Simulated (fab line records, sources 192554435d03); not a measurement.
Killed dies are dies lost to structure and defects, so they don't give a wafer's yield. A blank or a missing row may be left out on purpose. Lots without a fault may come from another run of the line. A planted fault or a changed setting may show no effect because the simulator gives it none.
Chamber matching | flow n5_finfet | N5_BEOL_M3_PRE_CLEAN_60 on cvd_co-01: 3 sister chambers
The step time 15 s. 6 wafers are shown with their chamber, then 9 later ones without.

WAFERS WITH THEIR CHAMBER
wafer  | chamber | heater_power_w (W) | rf_fwd_power_W (W)
L083.3 | 2       | 70                 | 296.9
L083.4 | 0       | 92                 | 298.0
L086.2 | 0       | 92                 | 296.0
L087.1 | 1       | 76                 | 297.4
L087.5 | 1       | 77                 | 297.8
L087.6 | 2       | 69                 | 298.1

WAFERS WITHOUT THEIR CHAMBER
wafer  | heater_power_w (W) | rf_fwd_power_W (W)
L089.2 | 76                 | 297.3
L089.5 | 71                 | 297.4
L089.6 | 76                 | 296.8
L092.1 | 92                 | 294.8
L092.2 | 78                 | 296.0
L092.4 | 78                 | 296.6
L094.3 | 76                 | 296.4
L094.4 | 95                 | 297.1
L094.5 | 70                 | 298.4

WHICH CHAMBER EACH WENT THROUGH
wafer  | from the rows above | in truth
L089.2 | 1                   | 1
L089.5 | 2                   | 2
L089.6 | 1                   | 1
L092.1 | 0                   | 0
L092.2 | 1                   | 1
L092.4 | 1                   | 1
L094.3 | 1                   | 1
L094.4 | 0                   | 0
L094.5 | 2                   | 2
Placed correctly: 9 of 9. Can't be placed from these rows: 0. Placed wrongly: 0.
How it was worked out, from the rows above alone: a wafer's distance from a chamber is the root of the sum, over the readings, of the square of ((its reading less the chamber's mean) divided by the reading's scatter). The wafer belongs to the nearest chamber; if the next one is less than 2 further off, it can't be placed. A chamber's mean is the mean of its shown wafers. The scatter: the root of (the sum of the squares of (reading less its chamber's mean) over the shown wafers, divided by (wafers less chambers)).
